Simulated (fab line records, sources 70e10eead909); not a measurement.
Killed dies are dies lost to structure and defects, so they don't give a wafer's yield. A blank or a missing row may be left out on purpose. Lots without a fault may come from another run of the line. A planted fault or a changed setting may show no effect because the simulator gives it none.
Chamber matching | flow nand_harc | NHARC_P_BONDPAD_DESCUM_11 on rie_diel-07: 4 sister chambers
The step chemistry O2, time 3 s. 20 wafers are shown with their chamber, then 10 later ones without.

WAFERS WITH THEIR CHAMBER
wafer  | chamber | drypump_motor_current_A (A) | showerhead_plenum_p_Torr (Torr) | throttle_valve_pct (%)
L077.1 | 3       | 6.3                         | 1.95                            | 11.318
L077.3 | 0       | 5.8                         | 1.96                            | 11.294
L077.4 | 2       | 4.6                         | 2.01                            | 11.324
L078.2 | 2       | 4.7                         | 2.01                            | 11.308
L078.3 | 1       | 6.4                         | 2.05                            | 11.313
L078.5 | 2       | 4.7                         | 2.01                            | 11.317
L081.1 | 3       | 6.3                         | 1.95                            | 11.308
L081.2 | 0       | 5.8                         | 1.96                            | 11.288
L081.5 | 0       | 5.8                         | 1.96                            | 11.302
L087.1 | 1       | 6.4                         | 2.04                            | 11.293
L087.2 | 2       | 4.6                         | 2.00                            | 11.319
L087.5 | 3       | 6.3                         | 1.95                            | 11.308
L088.1 | 0       | 5.8                         | 1.96                            | 11.312
L088.2 | 3       | 6.3                         | 1.95                            | 11.312
L088.4 | 2       | 4.6                         | 2.00                            | 11.310
L091.3 | 3       | 6.3                         | 1.95                            | 11.312
L091.5 | 3       | 6.3                         | 1.95                            | 11.317
L091.6 | 0       | 5.8                         | 1.96                            | 11.305
L094.3 | 1       | 6.4                         | 2.04                            | 11.303
L094.4 | 3       | 6.3                         | 1.95                            | 11.298

SIGNATURES (means of the wafers above)
reading                  | chamber 0 | chamber 1 | chamber 2 | chamber 3 | scatter within a chamber
drypump_motor_current_A  | 5.800     | 6.400     | 4.640     | 6.300     | 0.0274
showerhead_plenum_p_Torr | 1.9600    | 2.0433    | 2.0060    | 1.9500    | 0.00342
throttle_valve_pct       | 11.30020  | 11.30300  | 11.31560  | 11.31043  | 0.0079
Rule: a wafer's distance from a chamber is the root of the sum, over the readings, of the square of ((its reading less the chamber's mean) divided by the reading's scatter). The wafer belongs to the nearest chamber; if the next one is less than 2 further off, it can't be placed. The scatter: the root of (the sum of the squares of (reading less its chamber's mean) over the shown wafers, divided by (wafers less chambers)).

WAFERS WITHOUT THEIR CHAMBER
wafer  | drypump_motor_current_A (A) | showerhead_plenum_p_Torr (Torr) | throttle_valve_pct (%)
L094.5 | 4.6                         | 2.00                            | 11.314
L095.1 | 6.3                         | 1.95                            | 11.318
L095.2 | 4.6                         | 2.00                            | 11.328
L095.3 | 5.8                         | 1.96                            | 11.308
L095.4 | 6.4                         | 2.04                            | 11.303
L095.5 | 6.3                         | 1.95                            | 11.301
L095.6 | 5.8                         | 1.96                            | 11.324
L096.1 | 5.8                         | 1.96                            | 11.315
L096.3 | 6.4                         | 2.04                            | 11.315
L096.5 | 4.6                         | 2.00                            | 11.323

WHICH CHAMBER EACH WENT THROUGH
wafer  | from the rows above | in truth
L094.5 | 2                   | 2
L095.1 | 3                   | 3
L095.2 | 2                   | 2
L095.3 | 0                   | 0
L095.4 | 1                   | 1
L095.5 | 3                   | 3
L095.6 | 0                   | 0
L096.1 | 0                   | 0
L096.3 | 1                   | 1
L096.5 | 2                   | 2
Placed correctly: 10 of 10. Can't be placed from these rows: 0. Placed wrongly: 0.
